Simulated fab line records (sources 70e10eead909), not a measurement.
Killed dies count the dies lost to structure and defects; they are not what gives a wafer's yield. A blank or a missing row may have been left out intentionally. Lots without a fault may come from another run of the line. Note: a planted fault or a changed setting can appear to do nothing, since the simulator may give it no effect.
Matching of chambers / flow nand-harc / NHARC_A_STAIRCASE_ETCHBACK_422 on rie-diel-11 has 4 sister chambers
The step etches the open film in CH3F/O2, target depth 40 nm, time 74.286 s. 4 wafers are shown with their chamber, then 12 later ones without.

## WAFERS WITH THEIR CHAMBER
wafer=L085.1; chamber=1; drypump-motor-current-A (A)=5.46
wafer=L087.1; chamber=0; drypump-motor-current-A (A)=5.96
wafer=L087.5; chamber=2; drypump-motor-current-A (A)=6.05
wafer=L087.6; chamber=3; drypump-motor-current-A (A)=5.68

## WAFERS WITH NO CHAMBER GIVEN
wafer=L086.1; drypump-motor-current-A (A)=6.05
wafer=L086.2; drypump-motor-current-A (A)=5.47
wafer=L086.6; drypump-motor-current-A (A)=5.95
wafer=L088.2; drypump-motor-current-A (A)=5.96
wafer=L088.3; drypump-motor-current-A (A)=5.68
wafer=L088.6; drypump-motor-current-A (A)=5.68
wafer=L089.3; drypump-motor-current-A (A)=5.70
wafer=L089.4; drypump-motor-current-A (A)=5.47
wafer=L089.5; drypump-motor-current-A (A)=5.97
wafer=L093.1; drypump-motor-current-A (A)=5.70
wafer=L093.3; drypump-motor-current-A (A)=5.46
wafer=L093.4; drypump-motor-current-A (A)=5.95

## EACH ONE'S CHAMBER
wafer=L086.1; from the rows above=2; in truth=2
wafer=L086.2; from the rows above=1; in truth=1
wafer=L086.6; from the rows above=0; in truth=0
wafer=L088.2; from the rows above=0; in truth=0
wafer=L088.3; from the rows above=3; in truth=3
wafer=L088.6; from the rows above=3; in truth=3
wafer=L089.3; from the rows above=3; in truth=3
wafer=L089.4; from the rows above=1; in truth=1
wafer=L089.5; from the rows above=0; in truth=0
wafer=L093.1; from the rows above=3; in truth=3
wafer=L093.3; from the rows above=1; in truth=1
wafer=L093.4; from the rows above=0; in truth=0
Correct placement for 12 of the 12. Left unplaced by these rows: 0. Wrongly placed: 0.
How it was worked out, from the rows above alone: a wafer's distance from a chamber is the root of the sum, over the readings, of the square of ((its reading less the chamber's mean) divided by the reading's scatter). If the next closest chamber is less than 2 further off than the closest, the wafer can't be placed; otherwise it belongs to the closest. Each chamber's mean is taken over the wafers shown for it. The scatter: with one shown wafer a chamber, the root of the mean of the squares of how far each hidden wafer lies from its nearest shown one.
